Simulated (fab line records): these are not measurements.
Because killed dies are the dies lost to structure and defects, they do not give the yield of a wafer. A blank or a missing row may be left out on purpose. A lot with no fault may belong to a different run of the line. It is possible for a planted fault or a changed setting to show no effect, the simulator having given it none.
fab line records    flow nand_harc
[record] lots = 24  wafers = 72  last_day = 25
route steps=1159 shown A_WL_FILL@833 A_CONTACT@861
lots with no fault: from the same line, run without faults
start_h: start of the lot's first displayed wafer, in hours after the record's first day    wait_h: time in hours since the lot's previous step    " identical to the entry in the row above    L1.1+2: a row that stands for several wafers    - no value, or no start was given    * or withheld: withheld    < > ~ a bound
route shown NAME@n: a module of which the file shows steps, and the number in the route of the first    usual: the fault-free wafers' mean and standard deviation    same: alike in all rows    chamber/n: place in a boat    sites: the reading at each site    _std_site: the standard deviation of these    _edge_site: outer sites' mean less inner sites'    radius_mm: how far each site lies from the wafer's centre    mask NAME#n: copy n    behind: the last tool/chamber to shape the wafer    hold: cause of the lot's hold/its duration in hours/its outcome    device: transistor that didn't switch, given as n, p or np    end of line: at the end of the route, the tests of the same wafers    where a step has no rows: the recipe by itself    killed: at the first sort, the dies lost to defects and structure; wafer yield is something else    map: the dies of a wafer, with x for killed, . for not killed, _ for no die there
set.NAME: the setting that was run; set.NAME@STEP: the one run at that earlier step    model.NAME: the simulator's own value behind a step, which no gauge read
steps of the route over a sample of lots; a table a step, a row a wafer
services: when a tool's chamber went out of use (start_h, in hours from the record's first day, below 0 if earlier), for how many hours, and the reason
[[steps]]
[step NHARC_A_WL_FILL_CVD_20]
[recipe] target_thk_a = 750  temp_c = 300  pressure_torr = 40  wf6_flow_sccm = 40  h2_flow_sccm = 1600  ar_flow_sccm = 1560  time_s = 5064  material = W
[usual] heater_power_w = 454/36  mfc_h2_sccm = 1600/5.1  throttle_valve_pct = 8.09/0.25
lot.wafer  tool      chamber  start_h  wait_h  heater_power_w  mfc_h2_sccm  throttle_valve_pct
L077.1     cvd_w-01  0        -        -       442             1601         7.97
L077.6     "         0        "        "       437             1600         8.39
L077.5     "         1        "        "       417             1592         7.98
L075.2     cvd_w-02  1        -        -       491             1604         8.28
L075.6     "         0        "        "       456             1596         8.64
L075.5     "         1        "        "       494             1603         8.29
L076.1     cvd_w-02  0        -        -       450             1608         8.60
L076.2     "         1        "        "       500             1608         8.22
L076.5     "         1        "        "       485             1600         8.22
L074.1     cvd_w-02  1        -        -       500             1595         8.09
L074.3     "         0        "        "       444             1602         8.82
L074.4     "         1        "        "       511             1603         8.51
L078.1     cvd_w-01  0        -        -       447             1598         8.46
L078.4     "         0        "        "       444             1601         8.20
L078.5     "         1        "        "       417             1596         7.90
L079.1     cvd_w-01  1        -        -       417             1600         7.89
L079.3     "         1        "        "       414             1602         7.72
L079.5     "         1        "        "       418             1610         7.98
L081.2     cvd_w-01  1        -        -       411             1604         7.99
L081.1     "         0        "        "       447             1603         8.25
L081.4     "         0        "        "       434             1601         8.49
L080.4     cvd_w-01  1        -        -       416             1605         8.27
L080.5     "         0        "        "       445             1592         8.13
L080.6     "         1        "        "       428             1602         7.86
L082.2     cvd_w-01  0        -        -       455             1604         8.42
L082.6     "         0        "        "       450             1605         8.15
L082.5     "         1        "        "       423             1600         7.97
L083.1     cvd_w-02  1        -        -       531             1597         7.70
L083.4     "         1        "        "       536             1595         7.76
L083.5     "         0        "        "       443             1600         8.14
L085.2     cvd_w-02  1        -        -       522             1594         7.95
L085.3     "         1        "        "       524             1601         7.90
L085.6     "         1        "        "       519             1602         8.02
L084.1     cvd_w-01  1        -        -       414             1607         7.79
L084.3     "         0        "        "       444             1597         8.06
L084.6     "         0        "        "       444             1597         8.45
L086.2     cvd_w-01  1        -        -       408             1605         7.87
L086.4     "         1        "        "       418             1609         7.70
L086.3     "         0        "        "       453             1597         7.94
L087.2     cvd_w-02  1        -        -       534             1603         8.01
L087.4     "         0        "        "       441             1591         8.19
L087.5     "         1        "        "       530             1601         7.68
L088.3     cvd_w-01  0        -        -       445             1599         8.20
L088.5     "         0        "        "       446             1603         8.18
L088.6     "         1        "        "       414             1593         7.82
L090.1     cvd_w-01  1        -        -       434             1605         8.14
L090.3     "         1        "        "       427             1602         8.02
L090.6     "         0        "        "       455             1601         8.56
L089.1     cvd_w-02  1        -        -       519             1602         8.01
L089.4     "         0        "        "       459             1602         8.06
L089.6     "         1        "        "       533             1607         7.81
L092.2     cvd_w-02  1        -        -       519             1601         7.96
L092.5     "         0        "        "       462             1600         8.33
L092.6     "         1        "        "       532             1608         8.15
L091.4     cvd_w-01  0        -        -       447             1598         8.31
L091.5     "         0        "        "       450             1597         8.28
L091.6     "         1        "        "       423             1603         8.03
L093.1     cvd_w-01  0        -        -       448             1614         8.30
L093.3     "         1        "        "       422             1592         7.83
L093.5     "         1        "        "       415             1589         7.99
L095.2     cvd_w-01  0        -        -       438             1597         8.20
L095.1     "         1        "        "       428             1595         7.94
L095.6     "         0        "        "       445             1600         8.50
L096.4     cvd_w-02  1        -        -       519             1603         7.97
L096.5     "         0        "        "       452             1600         7.86
L096.6     "         1        "        "       535             1591         7.85
L094.2     cvd_w-02  0        -        -       468             1607         8.23
L094.4     "         0        "        "       459             1606         8.17
L094.3     "         1        "        "       531             1601         7.76
L097.2     cvd_w-01  1        -        -       425             1606         7.63
L097.6     "         0        "        "       459             1611         8.18
L097.5     "         1        "        "       420             1601         7.64
[step NHARC_A_WL_FILL_INSPECT_15]
[usual] raw_defect_count = 376/120
lot.wafer  tool               chamber  start_h  wait_h  raw_defect_count
L075.2     defect_inspect-02  -        374.90   0.0     309
L075.5     "                  -        "        "       236
L075.6     "                  -        "        "       310
L077.1     defect_inspect-01  -        375.07   0.0     573
L077.5     "                  -        "        "       316
L077.6     "                  -        "        "       322
L076.1     defect_inspect-02  -        379.77   0.0     198
L076.2     "                  -        "        "       198
L076.5     "                  -        "        "       276
L074.1     defect_inspect-01  -        384.62   0.0     279
L074.3     "                  -        "        "       466
L074.4     "                  -        "        "       521
L078.1     defect_inspect-01  -        386.73   0.0     432
L078.4     "                  -        "        "       606
L078.5     "                  -        "        "       344
L079.1     defect_inspect-02  -        392.82   0.0     593
L079.3     "                  -        "        "       415
L079.5     "                  -        "        "       376
L081.1     defect_inspect-02  -        397.17   0.0     217
L081.2     "                  -        "        "       242
L081.4     "                  -        "        "       235
L080.4     defect_inspect-02  -        401.41   0.0     303
L080.5     "                  -        "        "       277
L080.6     "                  -        "        "       271
L083.1     defect_inspect-02  -        423.30   0.0     364
L083.4     "                  -        "        "       362
L083.5     "                  -        "        "       428
L082.2     defect_inspect-01  -        423.39   0.0     453
L082.5     "                  -        "        "       504
L082.6     "                  -        "        "       355
L085.2     defect_inspect-01  -        428.58   0.0     226
L085.3     "                  -        "        "       277
L085.6     "                  -        "        "       268
L084.1     defect_inspect-01  -        432.03   0.1     724
L084.3     "                  -        "        "       339
L084.6     "                  -        "        "       469
L087.2     defect_inspect-02  -        437.86   0.0     557
L087.4     "                  -        "        "       354
L087.5     "                  -        "        "       343
L086.2     defect_inspect-01  -        437.93   0.1     636
L086.3     "                  -        "        "       526
L086.4     "                  -        "        "       635
L088.3     defect_inspect-01  -        448.29   0.0     421
L088.5     "                  -        "        "       350
L088.6     "                  -        "        "       345
L089.1     defect_inspect-02  -        461.54   0.0     291
L089.4     "                  -        "        "       513
L089.6     "                  -        "        "       447
L090.1     defect_inspect-02  -        462.19   0.0     229
L090.3     "                  -        "        "       308
L090.6     "                  -        "        "       217
L091.4     defect_inspect-02  -        471.49   0.0     301
L091.5     "                  -        "        "       375
L091.6     "                  -        "        "       304
L092.2     defect_inspect-02  -        471.85   0.0     444
L092.5     "                  -        "        "       351
L092.6     "                  -        "        "       493
L093.1     defect_inspect-02  -        476.63   0.0     350
L093.3     "                  -        "        "       314
L093.5     "                  -        "        "       367
L096.4     defect_inspect-01  -        492.70   0.0     409
L096.5     "                  -        "        "       394
L096.6     "                  -        "        "       627
L095.1     defect_inspect-02  -        493.96   0.0     669
L095.2     "                  -        "        "       255
L095.6     "                  -        "        "       307
L094.2     defect_inspect-02  -        496.99   0.0     387
L094.3     "                  -        "        "       601
L094.4     "                  -        "        "       312
L097.2     defect_inspect-01  -        505.91   0.0     385
L097.5     "                  -        "        "       368
L097.6     "                  -        "        "       356
[step NHARC_A_CONTACT_ETCH_51]
[recipe] target_depth_a = 36000  over_etch_frac = 0.3  time_s = 936  ion_energy_ev = 150  o2_flow_sccm = 400  cos_flow_sccm = 20  ar_flow_sccm = 0  rf_w = 500  bias_w = 300  chemistry = O2/COS
[usual] drypump_motor_current_A = 5.9/0.45  oes_product_au = 1.003/0.01  rf_vpp_V = 313.8/1.6  showerhead_plenum_p_Torr = 3.10/0.1  throttle_valve_pct = 28.330/0.0098
[same] over_etch_frac = 0.3
lot.wafer  tool         chamber  start_h  wait_h  drypump_motor_current_A  oes_product_au  rf_hours_counter_h  rf_vpp_V  showerhead_plenum_p_Torr  throttle_valve_pct
L075.2     rie_diel-03  3        -        -       5.8                      1.008           28                  313.9     3.14                      28.319
L075.5     "            0        "        "       6.5                      0.998           -                   313.5     3.06                      28.309
L075.6     "            1        "        "       5.7                      0.993           -                   313.2     2.97                      28.312
L077.1     rie_diel-10  1        -        -       6.7                      1.006           5                   311.2     3.02                      28.325
L077.5     "            0        "        "       5.5                      1.029           -                   314.5     3.20                      28.338
L077.6     "            1        "        "       6.7                      1.010           -                   310.8     3.02                      28.341
L076.1     rie_diel-06  0        -        -       6.2                      1.003           56                  314.0     3.16                      28.326
L076.2     "            1        "        "       5.7                      1.006           51                  312.1     3.09                      28.333
L076.5     "            0        "        "       6.2                      1.002           -                   313.8     3.16                      28.335
L074.4     rie_diel-03  0        -        -       6.4                      1.010           29                  312.6     3.06                      28.340
L074.3     "            1        "        "       5.7                      0.988           29                  312.3     2.97                      28.330
L074.1     "            2        "        "       5.6                      0.996           31                  317.6     3.31                      28.340
L078.1     rie_diel-03  2        -        -       5.6                      0.997           32                  318.3     3.31                      28.308
L078.4     "            3        "        "       5.8                      0.994           32                  313.5     3.14                      28.330
L078.5     "            1        "        "       5.7                      0.980           -                   311.0     2.97                      28.327
L079.3     rie_diel-10  1        -        -       6.7                      1.007           11                  311.8     3.01                      28.320
L079.1     "            3        "        "       5.2                      0.992           12                  311.9     2.98                      28.334
L079.5     "            0        "        "       5.4                      1.022           -                   314.6     3.20                      28.338
L081.2     rie_diel-03  0        -        -       6.4                      1.005           1                   314.5     3.06                      28.340
L081.1     "            2        "        "       5.6                      1.016           1                   316.4     3.31                      28.337
L081.4     "            0        "        "       6.5                      0.995           -                   312.4     3.06                      28.319
L080.4     rie_diel-06  3        -        -       6.1                      1.019           63                  315.2     3.16                      28.329
L080.6     "            0        "        "       6.2                      1.001           -                   314.7     3.16                      28.325
L080.5     "            1        "        "       5.8                      1.007           -                   313.8     3.09                      28.322
L083.1     rie_diel-03  3        -        -       5.7                      1.002           3                   313.8     3.14                      28.323
L083.4     "            0        "        "       6.5                      0.998           5                   312.4     3.06                      28.328
L083.5     "            3        "        "       5.8                      0.991           -                   314.0     3.14                      28.319
L082.2     rie_diel-10  3        428.70   0.2     5.2                      0.993           24                  313.2     2.98                      28.350
L082.6     "            0        "        "       5.4                      1.025           -                   314.6     3.19                      28.325
L082.5     "            3        "        "       5.1                      0.991           -                   312.8     2.98                      28.333
L085.2     rie_diel-10  2        -        -       6.3                      1.003           16                  316.3     3.17                      28.332
L085.3     "            3        "        "       5.2                      0.991           27                  313.6     2.98                      28.336
L085.6     "            0        "        "       5.5                      1.019           -                   316.2     3.19                      28.331
L084.3     rie_diel-06  0        -        -       6.2                      1.005           4                   315.5     3.15                      28.335
L084.1     "            1        "        "       5.8                      1.010           4                   313.2     3.08                      28.338
L084.6     "            3        "        "       6.1                      1.007           -                   314.5     3.16                      28.328
L087.2     rie_diel-10  3        -        -       5.2                      0.995           31                  311.5     2.97                      28.337
L087.4     "            0        "        "       5.4                      1.021           -                   313.6     3.19                      28.332
L087.5     "            2        "        "       6.2                      0.993           -                   315.4     3.16                      28.323
L086.2     rie_diel-03  2        -        -       5.6                      1.006           8                   317.3     3.31                      28.321
L086.3     "            3        "        "       5.8                      0.995           7                   313.4     3.14                      28.338
L086.4     "            1        "        "       5.7                      1.007           9                   312.9     2.96                      28.331
L088.3     rie_diel-10  0        -        -       5.5                      1.025           40                  315.6     3.18                      28.317
L088.6     "            2        "        "       6.3                      1.007           -                   313.2     3.16                      28.336
L088.5     "            3        "        "       5.2                      0.994           -                   311.4     2.97                      28.340
L089.4     rie_diel-03  3        -        -       5.8                      1.007           10                  315.1     3.14                      28.337
L089.1     "            1        "        "       5.7                      1.002           12                  312.8     2.96                      28.342
L089.6     "            3        "        "       5.8                      1.008           -                   313.0     3.14                      28.324
L090.3     rie_diel-06  1        -        -       5.7                      1.006           17                  311.2     3.08                      28.324
L090.1     "            3        "        "       6.2                      1.000           18                  315.3     3.15                      28.347
L090.6     "            0        "        "       6.2                      1.000           -                   314.4     3.15                      28.344
L091.4     rie_diel-03  1        -        -       5.7                      1.000           12                  311.3     2.96                      28.334
L091.5     "            0        "        "       6.4                      1.002           -                   312.7     3.05                      28.338
L091.6     "            1        "        "       5.7                      1.011           -                   311.8     2.96                      28.316
L092.2     rie_diel-10  1        -        -       6.7                      1.001           20                  312.4     3.01                      28.329
L092.6     "            1        "        "       6.7                      1.000           -                   312.6     3.01                      28.314
L092.5     "            2        "        "       6.2                      0.989           -                   314.1     3.16                      28.333
L093.1     rie_diel-03  0        -        -       6.5                      1.003           12                  312.7     3.05                      28.336
L093.3     "            1        "        "       5.7                      0.991           14                  313.5     2.96                      28.317
L093.5     "            0        "        "       6.4                      0.994           -                   313.4     3.05                      28.322
L096.4     rie_diel-03  3        -        -       5.8                      1.001           15                  313.5     3.13                      28.306
L096.6     "            0        "        "       6.4                      1.004           -                   313.5     3.05                      28.317
L096.5     "            1        "        "       5.7                      1.006           -                   311.9     2.96                      28.333
L095.1     rie_diel-06  1        -        -       5.7                      1.015           26                  313.6     3.07                      28.319
L095.2     "            3        "        "       6.2                      0.995           29                  315.0     3.15                      28.324
L095.6     "            1        "        "       5.8                      1.013           -                   314.4     3.07                      28.340
L094.4     rie_diel-10  1        -        -       6.7                      1.003           29                  312.0     3.00                      28.326
L094.2     "            2        "        "       6.3                      0.995           46                  313.9     3.15                      28.331
L094.3     "            0        "        "       5.5                      1.019           57                  314.9     3.17                      28.327
L097.2     rie_diel-10  1        -        -       6.7                      1.003           34                  313.5     3.00                      28.318
L097.6     "            1        "        "       6.7                      0.987           -                   313.2     3.00                      28.335
L097.5     "            2        "        "       6.3                      0.999           -                   315.9     3.15                      28.323
[step NHARC_A_CONTACT_ETCH_122]
[recipe] source_w = withheld  pressure_mtorr = 20  bias_v = 3000  time_s = 95  target_depth_a = 9300  ar_flow_sccm = withheld  c4f8_flow_sccm = withheld  o2_flow_sccm = withheld  chemistry = C4F8/O2/Ar
[usual] oes_air_line_au = 0.999/0.018
lot.wafer  tool             chamber  start_h  wait_h  oes_air_line_au  rf_hours_counter_h
L075.2     har_cap_etch-03  0        382.32   0.1     0.991            84
L075.6     "                1        "        "       0.948            -
L075.5     "                0        "        "       0.998            -
L077.1     har_cap_etch-02  1        382.58   0.1     1.010            8
L077.5     "                0        "        "       1.004            -
L077.6     "                1        "        "       0.998            -
L076.1     har_cap_etch-02  1        386.08   0.1     1.021            9
L076.2     "                0        "        "       1.042            9
L076.5     "                0        "        "       1.018            -
L074.1     har_cap_etch-02  0        391.50   0.1     0.994            10
L074.3     "                1        "        "       0.999            -
L074.4     "                0        "        "       1.015            -
L078.1     har_cap_etch-01  1        392.97   0.1     0.990            58
L078.4     "                1        "        "       1.007            -
L078.5     "                0        "        "       0.984            -
L079.1     har_cap_etch-01  0        399.52   0.1     0.993            60
L079.3     "                0        "        "       0.991            -
L079.5     "                1        "        "       1.030            -
L081.1     har_cap_etch-03  0        404.58   0.1     1.006            91
L081.2     "                1        "        "       1.003            91
L081.4     "                0        "        "       1.018            -
L080.4     har_cap_etch-02  0        408.54   0.1     0.975            -
L080.6     "                0        "        "       1.007            -
L080.5     "                1        "        "       1.000            -
L083.1     har_cap_etch-02  1        429.52   0.1     1.023            18
L083.4     "                0        "        "       1.015            -
L083.5     "                1        "        "       0.990            -
L082.2     har_cap_etch-01  0        431.59   0.1     0.960            65
L082.5     "                0        "        "       1.000            -
L082.6     "                1        "        "       0.960            -
L085.2     har_cap_etch-03  1        435.29   0.1     0.991            94
L085.3     "                0        "        "       1.010            -
L085.6     "                1        "        "       0.999            -
L084.1     har_cap_etch-01  1        440.55   0.1     1.006            67
L084.3     "                0        "        "       1.003            -
L084.6     "                1        "        "       1.027            -
L087.2     har_cap_etch-01  0        448.48   0.1     1.015            68
L087.4     "                1        "        "       0.981            -
L087.5     "                1        "        "       0.998            -
L086.2     har_cap_etch-02  1        449.26   0.1     0.994            22
L086.4     "                1        "        "       0.995            -
L086.3     "                0        "        "       0.990            -
L088.3     har_cap_etch-01  0        456.68   0.1     1.007            -
L088.6     "                0        "        "       0.990            -
L088.5     "                1        "        "       0.997            -
L089.1     har_cap_etch-02  1        471.17   0.1     0.987            25
L089.4     "                0        "        "       0.986            -
L089.6     "                0        "        "       0.999            -
L090.1     har_cap_etch-03  0        471.51   0.1     1.010            102
L090.3     "                0        "        "       1.028            -
L090.6     "                1        "        "       0.975            -
L091.4     har_cap_etch-02  1        477.52   0.1     1.007            -
L091.6     "                1        "        "       1.011            -
L091.5     "                0        "        "       1.002            -
L092.2     har_cap_etch-01  1        477.97   0.1     0.956            73
L092.6     "                1        "        "       1.002            -
L092.5     "                0        "        "       0.982            -
L093.1     har_cap_etch-01  1        483.60   0.1     0.984            74
L093.3     "                0        "        "       1.017            -
L093.5     "                0        "        "       0.990            -
L096.4     har_cap_etch-01  1        498.93   0.1     0.992            -
L096.5     "                0        "        "       1.002            -
L096.6     "                1        "        "       0.987            -
L095.1     har_cap_etch-03  1        503.32   0.1     0.985            107
L095.2     "                0        "        "       1.015            107
L095.6     "                0        "        "       1.008            -
L094.2     har_cap_etch-01  1        503.48   0.1     1.029            79
L094.4     "                1        "        "       1.003            -
L094.3     "                0        "        "       1.004            -
L097.2     har_cap_etch-03  0        512.89   0.1     0.994            110
L097.5     "                0        "        "       1.018            -
L097.6     "                1        "        "       0.963            -
[step NHARC_A_CONTACT_DEP_57]
[recipe] target_thk_a = 28000  temp_c = 400  material = aC
[usual] throttle_valve_pct = 35.000/0.0091
lot.wafer  tool        chamber  start_h  wait_h  throttle_valve_pct
L075.2     acl_dep-02  0        384.58   -       35.020
L075.5     "           0        "        "       34.987
L075.6     "           0        "        "       35.007
L077.1     acl_dep-01  0        384.65   -       35.010
L077.5     "           0        385.77   -       34.991
L077.6     "           0        "        "       35.000
L076.1     acl_dep-01  0        387.99   -       35.005
L076.2     "           0        "        "       34.997
L076.5     "           0        "        "       34.985
L074.1     acl_dep-02  0        393.43   -       35.001
L074.3     "           0        "        "       35.009
L074.4     "           0        "        "       35.018
L078.1     acl_dep-01  0        395.75   -       35.005
L078.4     "           0        "        "       35.011
L078.5     "           0        "        "       35.001
L079.1     acl_dep-02  0        402.02   -       35.018
L079.3     "           0        "        "       34.990
L079.5     "           0        "        "       35.024
L081.1     acl_dep-01  0        407.04   -       34.996
L081.2     "           0        "        "       35.009
L081.4     "           0        "        "       35.004
L080.4     acl_dep-01  0        411.31   -       35.010
L080.5     "           0        "        "       35.000
L080.6     "           0        "        "       35.004
L083.1     acl_dep-03  0        432.61   -       34.999
L083.4     "           0        "        "       34.988
L083.5     "           0        "        "       35.002
L082.2     acl_dep-02  0        437.56   -       34.994
L082.5     "           0        "        "       34.996
L082.6     "           0        "        "       35.003
L085.2     acl_dep-03  0        442.24   -       34.994
L085.3     "           0        "        "       34.998
L085.6     "           0        "        "       34.991
L084.1     acl_dep-02  0        444.92   -       34.997
L084.3     "           0        "        "       35.013
L084.6     "           0        "        "       34.992
L086.2     acl_dep-01  0        451.55   -       34.999
L086.3     "           0        "        "       35.012
L086.4     "           0        "        "       35.004
L087.2     acl_dep-02  0        453.05   -       34.996
L087.4     "           0        "        "       34.983
L087.5     "           0        "        "       34.978
L088.3     acl_dep-02  0        460.00   -       34.987
L088.5     "           0        "        "       34.994
L088.6     "           0        "        "       35.002
L089.1     acl_dep-03  0        474.12   -       34.991
L089.4     "           0        "        "       35.013
L089.6     "           0        "        "       35.015
L090.1     acl_dep-02  0        474.74   -       34.999
L090.3     "           0        "        "       35.014
L090.6     "           0        "        "       34.995
L092.2     acl_dep-03  0        480.45   -       35.007
L092.5     "           0        "        "       34.996
L092.6     "           0        "        "       35.013
L091.4     acl_dep-01  0        481.49   -       35.006
L091.5     "           0        "        "       35.016
L091.6     "           0        "        "       34.991
L093.1     acl_dep-02  0        487.52   -       34.991
L093.3     "           0        "        "       34.998
L093.5     "           0        "        "       35.003
L096.4     acl_dep-01  0        501.92   -       35.010
L096.5     "           0        "        "       35.008
L096.6     "           0        "        "       35.006
L095.1     acl_dep-03  0        505.50   -       34.996
L095.2     "           0        "        "       35.002
L095.6     "           0        506.93   -       35.007
L094.2     acl_dep-02  0        506.18   -       34.997
L094.3     "           0        "        "       35.000
L094.4     "           0        "        "       34.986
L097.2     acl_dep-01  0        515.25   -       34.997
L097.5     "           0        "        "       35.018
L097.6     "           0        "        "       34.984
[step NHARC_A_CONTACT_ETCH_78]
[recipe] target_depth_a = 28000  over_etch_frac = 0.3  time_s = 728  ion_energy_ev = 150  o2_flow_sccm = 400  cos_flow_sccm = 20  ar_flow_sccm = 0  rf_w = 500  bias_w = 300  chemistry = O2/COS
[usual] drypump_motor_current_A = 5.8/0.39  oes_product_au = 1.001/0.0093  rf_vpp_V = 314.1/1.8  showerhead_plenum_p_Torr = 3.11/0.11  throttle_valve_pct = 28.330/0.0097
[same] over_etch_frac = 0.3
lot.wafer  tool         chamber  start_h  wait_h  drypump_motor_current_A  oes_product_au  rf_hours_counter_h  rf_vpp_V  showerhead_plenum_p_Torr  throttle_valve_pct
L075.2     rie_diel-03  0        -        -       6.4                      1.008           28                  314.1     3.06                      28.337
L075.6     "            3        "        "       5.8                      1.009           -                   315.4     3.14                      28.347
L075.5     "            0        "        "       6.4                      1.001           -                   312.4     3.06                      28.330
L077.1     rie_diel-03  2        -        -       5.6                      0.993           31                  318.8     3.31                      28.341
L077.5     "            2        "        "       5.6                      0.991           -                   316.9     3.31                      28.316
L077.6     "            3        "        "       5.8                      1.003           -                   314.8     3.14                      28.318
L076.1     rie_diel-03  3        -        -       5.8                      0.997           32                  315.3     3.14                      28.336
L076.2     "            0        "        "       6.4                      0.999           30                  312.8     3.06                      28.335
L076.5     "            1        "        "       5.7                      0.985           -                   312.1     2.97                      28.331
L074.1     rie_diel-06  2        -        -       5.4                      1.003           54                  312.7     3.02                      28.337
L074.3     "            0        "        "       6.2                      0.990           60                  314.6     3.16                      28.340
L074.4     "            1        "        "       5.8                      0.993           55                  313.9     3.09                      28.331
L078.1     rie_diel-06  0        -        -       6.2                      0.995           60                  314.0     3.16                      28.311
L078.4     "            1        "        "       5.7                      1.000           55                  313.2     3.09                      28.337
L078.5     "            1        "        "       5.7                      1.006           -                   313.4     3.09                      28.342
L079.1     rie_diel-03  2        -        -       5.6                      1.009           1                   316.7     3.31                      28.320
L079.3     "            0        "        "       6.4                      0.989           1                   312.7     3.06                      28.320
L079.5     "            1        "        "       5.7                      0.992           -                   312.7     2.97                      28.317
L081.1     rie_diel-06  3        -        -       6.1                      1.006           64                  315.5     3.16                      28.329
L081.2     "            0        "        "       6.2                      0.983           65                  316.8     3.16                      28.329
L081.4     "            1        "        "       5.7                      1.010           60                  312.8     3.09                      28.338
L080.4     rie_diel-03  1        -        -       5.7                      0.999           3                   311.9     2.97                      28.330
L080.5     "            1        "        "       5.7                      0.991           -                   312.0     2.97                      28.324
L080.6     "            2        "        "       5.5                      1.015           -                   317.7     3.31                      28.354
L083.1     rie_diel-03  1        -        -       5.7                      0.989           6                   313.5     2.96                      28.326
L083.5     "            1        "        "       5.7                      1.001           -                   311.2     2.96                      28.350
L083.4     "            2        "        "       5.6                      1.001           -                   314.7     3.31                      28.324
L082.2     rie_diel-06  0        -        -       6.2                      1.000           5                   314.8     3.15                      28.333
L082.6     "            1        "        "       5.7                      1.010           -                   312.9     3.08                      28.332
L082.5     "            2        "        "       5.4                      1.017           -                   312.9     3.01                      28.296
L085.2     rie_diel-03  1        -        -       5.7                      1.000           7                   313.3     2.96                      28.332
L085.3     "            0        "        "       6.4                      0.987           6                   314.8     3.06                      28.331
L085.6     "            2        "        "       5.6                      0.995           -                   315.9     3.31                      28.330
L084.1     rie_diel-10  2        -        -       6.3                      1.009           26                  314.5     3.16                      28.344
L084.3     "            3        "        "       5.2                      0.999           32                  312.8     2.97                      28.330
L084.6     "            0        "        "       5.4                      1.036           -                   315.9     3.19                      28.307
L086.3     rie_diel-03  2        -        -       5.6                      1.001           10                  316.8     3.31                      28.329
L086.2     "            0        "        "       6.5                      0.998           8                   312.2     3.05                      28.334
L086.4     "            1        "        "       5.7                      1.010           10                  311.3     2.96                      28.319
L087.4     rie_diel-03  0        -        -       6.5                      0.987           8                   313.2     3.05                      28.332
L087.2     "            2        "        "       5.6                      0.996           10                  318.0     3.31                      28.327
L087.5     "            0        "        "       6.5                      0.999           -                   312.2     3.05                      28.326
L088.3     rie_diel-06  3        -        -       6.1                      1.005           15                  313.7     3.15                      28.344
L088.5     "            2        "        "       5.5                      0.995           -                   311.2     3.01                      28.342
L088.6     "            3        "        "       6.1                      0.991           -                   314.8     3.15                      28.327
L089.1     rie_diel-10  1        -        -       6.7                      1.013           21                  313.9     3.01                      28.335
L089.4     "            3        "        "       5.2                      0.995           45                  311.8     2.97                      28.335
L089.6     "            1        "        "       6.7                      1.006           -                   313.3     3.01                      28.313
L090.1     rie_diel-03  1        -        -       5.7                      0.996           13                  310.7     2.96                      28.325
L090.3     "            3        "        "       5.8                      1.002           12                  314.0     3.13                      28.333
L090.6     "            2        "        "       5.6                      0.998           -                   316.1     3.31                      28.338
L092.2     rie_diel-03  2        -        -       5.6                      1.006           15                  317.1     3.31                      28.320
L092.5     "            0        "        "       6.4                      1.004           -                   313.5     3.05                      28.329
L092.6     "            1        "        "       5.7                      0.996           -                   311.3     2.96                      28.315
L091.4     rie_diel-10  0        -        -       5.5                      1.027           52                  314.5     3.18                      28.334
L091.5     "            1        "        "       6.7                      1.007           -                   310.8     3.01                      28.327
L091.6     "            2        "        "       6.3                      1.001           -                   315.5     3.16                      28.332
L093.1     rie_diel-10  2        -        -       6.2                      1.011           43                  314.6     3.15                      28.328
L093.3     "            1        "        "       6.7                      1.004           25                  312.4     3.01                      28.337
L093.5     "            2        "        "       6.3                      0.999           -                   314.5     3.15                      28.332
L096.4     rie_diel-03  3        -        -       5.8                      0.994           16                  315.4     3.13                      28.334
L096.6     "            2        "        "       5.6                      1.001           -                   316.4     3.30                      28.331
L096.5     "            3        "        "       5.8                      0.992           -                   313.5     3.13                      28.335
L095.1     rie_diel-03  2        -        -       5.6                      1.002           19                  315.7     3.30                      28.331
L095.2     "            1        "        "       5.7                      1.006           19                  312.0     2.96                      28.329
L095.6     "            2        "        "       5.5                      1.013           -                   317.2     3.30                      28.316
L094.3     rie_diel-10  3        -        -       5.2                      0.991           56                  311.2     2.96                      28.314
L094.4     "            0        "        "       5.5                      1.018           61                  316.1     3.17                      28.330
L094.2     "            1        "        "       6.7                      1.004           33                  310.7     3.00                      28.325
L097.2     rie_diel-06  0        -        -       6.2                      0.996           35                  315.1     3.14                      28.329
L097.6     "            1        "        "       5.8                      1.002           -                   314.3     3.07                      28.327
L097.5     "            0        "        "       6.2                      0.996           -                   313.1     3.14                      28.327
[[services]]
tool             chamber  start_h  hours  kind
rie_diel-03      0        347.12   -      clean
rie_diel-03      1        347.12   -      clean
rie_diel-03      2        347.12   -      clean
rie_diel-03      3        347.12   -      clean
acl_dep-02       -        350.91   13.0   pm
rie_diel-10      -        353.50   9.0    pm
rie_diel-03      0        371.62   -      clean
cvd_w-02         -        383.39   13.0   pm
rie_diel-03      -        392.30   9.0    pm
rie_diel-10      3        398.31   5.8    repair
rie_diel-10      1        399.69   8.5    repair
har_cap_etch-02  -        401.11   1.1    repair
rie_diel-03      3        401.32   3.5    repair
acl_dep-03       -        405.21   13.0   pm
rie_diel-06      -        418.74   9.0    pm
rie_diel-10      1        423.64   45.3   repair
rie_diel-03      0        431.07   6.7    repair
rie_diel-10      0        436.05   3.7    repair
har_cap_etch-02  -        465.26   1.0    repair
cvd_w-01         -        475.41   13.0   pm
acl_dep-01       -        482.35   13.0   pm
rie_diel-06      2        498.54   2.2    repair
rie_diel-06      2        510.94   10.1   repair
acl_dep-03       -        517.60   11.3   repair
[[key]]
fault none
